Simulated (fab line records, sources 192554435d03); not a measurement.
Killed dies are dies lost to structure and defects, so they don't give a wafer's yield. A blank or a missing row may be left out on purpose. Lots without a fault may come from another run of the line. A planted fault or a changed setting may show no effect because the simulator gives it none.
Split-lot experiment | flow n5_finfet | 7 lots, 21 wafers read, on a route of 1938 steps

THE SPLIT
At N5_BEOL_M14_EXPOSE_07 (exposes mask V13), the setting dose_mj was moved away from the recipe's 57 on 8 of the 21 wafers read, by -7.1% to +6.0%. The other wafers ran this setting at the recipe's value.

FROM THE SPLIT TO THE READING: what the file shows between them, 11 steps
- N5_BEOL_M14_PEB_08: peb time 90 s
- N5_BEOL_M14_DEVELOP_09: develop time 45 s
- N5_BEOL_M14_HARDBAKE_14: time 120 s
- N5_BEOL_M14_CD_MEAS_10: target cd 250 nm
- N5_BEOL_M14_DESCUM_15: chemistry O2, time 7.9 s
- N5_BEOL_M14_ETCH_59: etches BARC in N2/H2, target depth 89 nm, overetch 26.7 nm, time 67.9 s
- N5_BEOL_M14_VIA_ETCH_16: etches SiO2 in C4F8/O2/Ar, target depth 1231.3 nm
- N5_BEOL_M14_STRIP_63: strips in O2
- N5_BEOL_M14_STRIP_64: strips in O2
- N5_BEOL_M14_STRIP_71: strips in post etch residue remover, time 60 s
- N5_BEOL_M14_SRD_72: time 30 s, dry time 30 s

THE READING
cd_nm, in nm, at N5_BEOL_M14_CD_MEAS_17 (target cd 250 nm). Fault-free wafers of this fab line usually give 251.4 nm, standard deviation 2.2 nm.

wafer  | tool, chamber at the split | dose_mj as run | against the recipe | cd_nm, nm | against lot-mates on the recipe
L077.1 | krf_scanner-02, 0          | 57             | recipe             | 249.5     | -
L077.5 | krf_scanner-02, 0          | 57             | recipe             | 252.6     | -
L077.6 | krf_scanner-02, 0          | 57             | recipe             | 256.9     | -
L074.1 | krf_scanner-01, 0          | 58.79          | +3.1%              | 254.4     | +6.3
L074.3 | krf_scanner-01, 0          | 57             | recipe             | 248.1     | -
L074.4 | krf_scanner-01, 0          | 58.79          | +3.1%              | 254.7     | +6.6
L079.3 | krf_scanner-01, 0          | 53.3           | -6.5%              | 241.0     | -8.0
L079.4 | krf_scanner-01, 0          | 53.3           | -6.5%              | 242.0     | -7.0
L079.5 | krf_scanner-01, 0          | 57             | recipe             | 249.0     | -
L083.1 | krf_scanner-01, 0          | 57             | recipe             | 250.7     | -
L083.2 | krf_scanner-01, 0          | 54.9           | -3.7%              | 242.6     | -8.1
L083.4 | krf_scanner-01, 0          | 54.9           | -3.7%              | 245.4     | -5.3
L091.2 | krf_scanner-01, 0          | 57             | recipe             | 255.1     | -
L091.5 | krf_scanner-01, 0          | 52.93          | -7.1%              | 240.7     | -12.1
L091.6 | krf_scanner-01, 0          | 57             | recipe             | 250.4     | -
L092.2 | krf_scanner-02, 0          | 57             | recipe             | 250.3     | -
L092.3 | krf_scanner-02, 0          | 57             | recipe             | 249.4     | -
L092.4 | krf_scanner-02, 0          | 57             | recipe             | 250.2     | -
L094.1 | krf_scanner-02, 0          | 57             | recipe             | 254.3     | -
L094.3 | krf_scanner-02, 0          | 60.4           | +6.0%              | 262.7     | +9.1
L094.6 | krf_scanner-02, 0          | 57             | recipe             | 252.8     | -

THE FIT
A straight line over all 21 wafers: cd_nm changes by +1.58 nm for each +1% of dose_mj; r = +0.91; the points scatter about the line by 2.3 nm.
The same after taking each lot's own level away (the mean of its wafers on the recipe; 21 wafers): +1.52 nm for each +1%; r = +0.94; scatter 1.8 nm.
On that fit, the largest move of dose_mj shifts the reading by 11 nm.
The lots' own levels span 248.10 to 253.55 nm, that is 2.5 times the standard deviation above.
So the lot-to-lot level changes the slope little: the two slopes agree.
Check: with one of the wafers moved furthest among these (-7.1%) left out of the fit, the line predicts -10.2 nm for it against its lot-mates. It came out at -12.1 nm against them.

OTHER SPLITS ON THESE WAFERS
These wafers also went through other splits before the reading. Each is held against what the fit with the lots' levels taken away leaves over:
other split on the same wafers | wafers away from the commonest value | r with cd_nm (lot level and that fit taken away)
N5_BEOL_M14_ILD_DEP_00 time_s  | 7                                    | +0.38

THE WHOLE CHAIN: every reading that the file lists as answering this split, in the file's order
step                   | what it does     | reading | change (the file's fit)              | r (the file's)
N5_BEOL_M14_CD_MEAS_10 | target cd 250 nm | cd_nm   | +1.58 nm for each +1% of the setting | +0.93
N5_BEOL_M14_CD_MEAS_17 | target cd 250 nm | cd_nm   | +1.53 nm for each +1% of the setting | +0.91

THE FILE'S OWN FIT
cd_nm changes by +1.53 nm for each +1% of dose_mj, r = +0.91.
